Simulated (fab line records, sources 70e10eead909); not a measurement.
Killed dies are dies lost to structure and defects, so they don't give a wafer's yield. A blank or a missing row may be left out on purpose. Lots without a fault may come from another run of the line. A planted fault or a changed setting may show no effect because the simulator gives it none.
Which tool did it? | flow nand_harc | 24 lots, 72 wafers sampled, at 4 steps of a route of 1302

WHAT THE GAUGES READ, wafer by wafer
NHARC_A_ONON_D1_THK_MEAS_34: measures by ellipsometry. Usual: thk_nm 199.8 nm, standard deviation 2.6.
lot  | measured     | on            | thk_nm (nm)       | flag
L074 | day 8 09:49  | film_metro-02 | 201.9 200.6 205.1 |
L075 | day 8 17:08  | film_metro-01 | 198.5 197.5 199.8 |
L076 | day 9 05:47  | film_metro-01 | 200.8 198.5 200.3 |
L077 | day 9 05:46  | film_metro-01 | 197.0 201.8 203.7 |
L078 | day 10 01:23 | film_metro-01 | 198.9 196.3 199.5 |
L079 | day 10 08:33 | film_metro-01 | 194.8 196.3 201.6 |
L080 | day 11 00:19 | film_metro-02 | 194.8 201.5 199.2 |
L081 | day 11 15:08 | film_metro-02 | 197.8 199.9 200.3 |
L082 | day 11 14:57 | film_metro-02 | 196.6 196.1 202.0 |
L083 | day 12 05:19 | film_metro-02 | 197.5 202.8 199.5 |
L084 | day 12 11:58 | film_metro-02 | 197.4 199.2 200.9 |
L085 | day 12 21:49 | film_metro-02 | 199.9 199.7 202.6 |
L086 | day 13 17:10 | film_metro-02 | 196.8 200.4 202.2 |
L087 | day 13 17:11 | film_metro-02 | 201.7 198.9 200.2 |
L088 | day 14 05:52 | film_metro-01 | 200.9 201.2 202.7 |
L089 | day 14 19:47 | film_metro-02 | 198.4 199.6 200.0 |
L090 | day 15 06:20 | film_metro-02 | 200.4 204.7 202.6 |
L091 | day 15 06:20 | film_metro-02 | 199.1 196.5 201.0 |
L092 | day 15 15:52 | film_metro-02 | 200.0 199.1 204.5 |
L094 | day 16 09:29 | film_metro-01 | 195.2 201.3 198.9 |
L093 | day 16 09:15 | film_metro-01 | 198.1 196.8 198.8 |
L095 | day 16 23:53 | film_metro-01 | 196.7 196.9 198.3 |
L097 | day 18 04:44 | film_metro-01 | 197.9 198.9 201.5 |
L096 | day 18 04:28 | film_metro-01 | 198.0 200.5 200.8 |

WHICH TOOL RAN EACH LOT (tool, then ch and the chambers of the sampled wafers, then the start)
lot  | NHARC_P_BONDPAD_DESCUM_11          | NHARC_P_BONDPAD_PVD_17                  | NHARC_P_BONDPAD_ANNEAL_28
L074 | rie_diel-13 ch 1,2, day 6 18:34    | pvd_sputter-01, day 6 20:27 or earlier  | rtp_anneal-01 ch 0, day 6 20:27
L075 | rie_diel-10 ch 0,1,2, day 7 02:34  | pvd_sputter-02, day 7 04:14 or earlier  | rtp_anneal-01 ch 0, day 7 04:14
L076 | rie_diel-12 ch 1,3, day 7 14:02    | pvd_sputter-01, day 7 15:43 or earlier  | rtp_anneal-01 ch 0, day 7 15:43
L077 | rie_diel-13 ch 1,2,3, day 7 18:23  | pvd_sputter-02, day 7 20:06 or earlier  | rtp_anneal-02 ch 0, day 7 20:06
L078 | rie_diel-12 ch 1,3, day 8 09:37    | pvd_sputter-01, day 8 11:20 or earlier  | rtp_anneal-01 ch 0, day 8 11:20
L079 | rie_diel-13 ch 2,3, day 8 17:29    | pvd_sputter-01, day 8 19:10 or earlier  | rtp_anneal-02 ch 0, day 8 19:10
L080 | rie_diel-13 ch 1,3, day 9 05:20    | pvd_sputter-03, day 9 07:20 or earlier  | rtp_anneal-02 ch 0, day 9 07:20
L081 | rie_diel-10 ch 1,2,3, day 9 18:57  | pvd_sputter-02, day 9 20:46 or earlier  | rtp_anneal-02 ch 0, day 9 20:46
L082 | rie_diel-12 ch 0,2,3, day 9 19:48  | pvd_sputter-01, day 9 21:32 or earlier  | rtp_anneal-01 ch 0, day 9 21:32
L083 | rie_diel-10 ch 0,1,2, day 10 14:28 | pvd_sputter-02, day 10 16:10 or earlier | rtp_anneal-01 ch 0, day 10 16:10
L084 | rie_diel-12 ch 0,2,3, day 10 21:44 | pvd_sputter-02, day 10 23:25 or earlier | rtp_anneal-01 ch 0, day 10 23:25
L085 | rie_diel-12 ch 0,2,3, day 11 05:53 | pvd_sputter-03, day 11 07:33 or earlier | rtp_anneal-01 ch 0, day 11 07:33
L086 | rie_diel-13 ch 1,2, day 12 00:45   | pvd_sputter-03, day 12 02:25 or earlier | rtp_anneal-02 ch 0, day 12 02:25
L087 | rie_diel-13 ch 0,1,2, day 12 04:46 | pvd_sputter-01, day 12 06:35 or earlier | rtp_anneal-01 ch 0, day 12 06:35
L088 | rie_diel-12 ch 2,3, day 12 14:41   | pvd_sputter-01, day 12 16:26 or earlier | rtp_anneal-02 ch 0, day 12 16:26
L089 | rie_diel-12 ch 1,2, day 13 00:31   | pvd_sputter-01, day 13 02:26 or earlier | rtp_anneal-02 ch 0, day 13 02:26
L090 | rie_diel-12 ch 0,1,2, day 13 12:31 | pvd_sputter-01, day 13 14:17 or earlier | rtp_anneal-01 ch 0, day 13 14:17
L091 | rie_diel-10 ch 0,1,3, day 13 13:44 | pvd_sputter-01, day 13 15:26 or earlier | rtp_anneal-02 ch 0, day 13 15:26
L092 | rie_diel-10 ch 0,1, day 14 01:32   | pvd_sputter-03, day 14 03:22 or earlier | rtp_anneal-01 ch 0, day 14 03:22
L094 | rie_diel-10 ch 1,2,3, day 14 17:03 | pvd_sputter-02, day 14 18:46 or earlier | rtp_anneal-01 ch 0, day 14 18:46
L093 | rie_diel-12 ch 1,2,3, day 14 18:37 | pvd_sputter-03, day 14 20:17 or earlier | rtp_anneal-01 ch 0, day 14 20:17
L095 | rie_diel-12 ch 2,3, day 15 06:16   | pvd_sputter-02, day 15 08:08 or earlier | rtp_anneal-02 ch 0, day 15 08:08
L097 | rie_diel-13 ch 0,3, day 16 12:27   | pvd_sputter-01, day 16 14:22 or earlier | rtp_anneal-02 ch 0, day 16 14:22
L096 | rie_diel-12 ch 1,2,3, day 16 13:20 | pvd_sputter-01, day 16 15:03 or earlier | rtp_anneal-02 ch 0, day 16 15:03
- NHARC_P_BONDPAD_DESCUM_11: chemistry O2, time 3 s.
- NHARC_P_BONDPAD_PVD_17: deposits TaN, target thk 5 nm, time 8.06 s.
- NHARC_P_BONDPAD_ANNEAL_28: time 90 s.

WHAT THE TOOLS THEMSELVES READ (means of the sampled wafers that have a number; where no wafer has one, the mark that the record gives instead)
NHARC_P_BONDPAD_DESCUM_11. Usual: drypump_motor_current_A 5.5 A, standard deviation 0.37; oes_product_au 0.998 a.u., standard deviation 0.009; rf_vpp_V 57.9 V, standard deviation 0.82; showerhead_plenum_p_Torr 1.95 Torr, standard deviation 0.085; throttle_valve_pct 11.311 %, standard deviation 0.0086.
lot  | tool        | drypump_motor_current_A (A) | oes_product_au (a.u.) | rf_vpp_V (V) | showerhead_plenum_p_Torr (Torr) | throttle_valve_pct (%) | flag
L074 | rie_diel-13 | 5.5                         | 1.002                 | 58.0         | 1.98                            | 11.305                 |
L075 | rie_diel-10 | 5.7                         | 1.001                 | 57.9         | 1.91                            | 11.305                 |
L076 | rie_diel-12 | 5.0                         | 1.006                 | 57.4         | 1.92                            | 11.313                 |
L077 | rie_diel-13 | 5.6                         | 1.002                 | 58.2         | 1.97                            | 11.303                 |
L078 | rie_diel-12 | 4.8                         | 1.002                 | 57.0         | 1.93                            | 11.305                 |
L079 | rie_diel-13 | 5.7                         | 0.998                 | 58.0         | 1.88                            | 11.312                 |
L080 | rie_diel-13 | 5.6                         | 0.990                 | 58.5         | 2.05                            | 11.325                 |
L081 | rie_diel-10 | 5.6                         | 1.003                 | 58.0         | 1.86                            | 11.317                 |
L082 | rie_diel-12 | 5.5                         | 1.006                 | 57.9         | 1.98                            | 11.313                 |
L083 | rie_diel-10 | 5.7                         | 0.992                 | 58.0         | 1.90                            | 11.316                 |
L084 | rie_diel-12 | 5.5                         | 0.998                 | 57.8         | 1.98                            | 11.308                 |
L085 | rie_diel-12 | 5.5                         | 0.987                 | 59.2         | 1.98                            | 11.303                 |
L086 | rie_diel-13 | 5.5                         | 1.000                 | 57.9         | 1.97                            | 11.316                 |
L087 | rie_diel-13 | 5.4                         | 0.996                 | 58.3         | 1.93                            | 11.309                 |
L088 | rie_diel-12 | 5.3                         | 0.999                 | 57.9         | 1.94                            | 11.321                 |
L089 | rie_diel-12 | 5.0                         | 0.992                 | 58.7         | 1.98                            | 11.317                 |
L090 | rie_diel-12 | 5.4                         | 0.997                 | 57.8         | 2.00                            | 11.309                 |
L091 | rie_diel-10 | 5.8                         | 1.006                 | 56.8         | 1.89                            | 11.312                 |
L092 | rie_diel-10 | 5.8                         | 1.001                 | 57.7         | 1.88                            | 11.314                 |
L094 | rie_diel-10 | 5.7                         | 0.993                 | 58.1         | 1.86                            | 11.306                 |
L093 | rie_diel-12 | 5.2                         | 0.993                 | 57.9         | 1.96                            | 11.307                 |
L095 | rie_diel-12 | 5.3                         | 1.002                 | 58.5         | 1.94                            | 11.316                 |
L097 | rie_diel-13 | 5.3                         | 1.001                 | 58.9         | 1.97                            | 11.316                 |
L096 | rie_diel-12 | 5.2                         | 0.995                 | 57.6         | 1.96                            | 11.313                 |

NHARC_P_BONDPAD_PVD_17. Usual: throttle_valve_pct 29.9 %, standard deviation 0.93.
lot  | tool           | throttle_valve_pct (%) | flag
L074 | pvd_sputter-01 | 30.8                   |
L075 | pvd_sputter-02 | 29.7                   |
L076 | pvd_sputter-01 | 29.5                   |
L077 | pvd_sputter-02 | 30.1                   |
L078 | pvd_sputter-01 | 30.8                   |
L079 | pvd_sputter-01 | 29.2                   |
L080 | pvd_sputter-03 | 30.3                   |
L081 | pvd_sputter-02 | 29.3                   |
L082 | pvd_sputter-01 | 29.8                   |
L083 | pvd_sputter-02 | 30.0                   |
L084 | pvd_sputter-02 | 30.1                   |
L085 | pvd_sputter-03 | 29.4                   |
L086 | pvd_sputter-03 | 29.3                   |
L087 | pvd_sputter-01 | 29.7                   |
L088 | pvd_sputter-01 | 30.0                   |
L089 | pvd_sputter-01 | 30.0                   |
L090 | pvd_sputter-01 | 29.7                   |
L091 | pvd_sputter-01 | 29.7                   |
L092 | pvd_sputter-03 | 29.6                   |
L094 | pvd_sputter-02 | 29.8                   |
L093 | pvd_sputter-03 | 30.2                   |
L095 | pvd_sputter-02 | 29.8                   |
L097 | pvd_sputter-01 | 29.9                   |
L096 | pvd_sputter-01 | 30.1                   |

NHARC_P_BONDPAD_ANNEAL_28. Usual: wafer_temp_C_max 226.05, standard deviation 0.27.
lot  | tool          | wafer_temp_C_max | flag
L074 | rtp_anneal-01 | 225.96           |
L075 | rtp_anneal-01 | 226.23           |
L076 | rtp_anneal-01 | 226.29           |
L077 | rtp_anneal-02 | 225.83           |
L078 | rtp_anneal-01 | 226.01           |
L079 | rtp_anneal-02 | 226.01           |
L080 | rtp_anneal-02 | 225.92           |
L081 | rtp_anneal-02 | 226.08           |
L082 | rtp_anneal-01 | 226.22           |
L083 | rtp_anneal-01 | 226.32           |
L084 | rtp_anneal-01 | 225.62           |
L085 | rtp_anneal-01 | 226.14           |
L086 | rtp_anneal-02 | 225.77           |
L087 | rtp_anneal-01 | 226.06           |
L088 | rtp_anneal-02 | 226.02           |
L089 | rtp_anneal-02 | 226.20           |
L090 | rtp_anneal-01 | 225.93           |
L091 | rtp_anneal-02 | 225.98           |
L092 | rtp_anneal-01 | 225.99           |
L094 | rtp_anneal-01 | 226.16           |
L093 | rtp_anneal-01 | 226.05           |
L095 | rtp_anneal-02 | 226.27           |
L097 | rtp_anneal-02 | 225.97           |
L096 | rtp_anneal-02 | 226.24           |

THE ANSWER, worked out from the rows above alone
Rule: a lot is off if the mean of its wafers that have a number lies more than 3 standard deviations from the usual mean. A lot without any number at a reading at which 4 lots or more have one is off too. The other lots that the step has rows for count as sound. The gauges are gone through in route order, then the tools' own readings, and for those a lot's mean is taken as printed above. The first step at which some lot is off is used, and at that step the reading that is off furthest; a lot without a number counts as furthest.
No lot is off at any reading shown: from this, nothing can be told.

WHAT THE SIMULATOR HAD PUT IN
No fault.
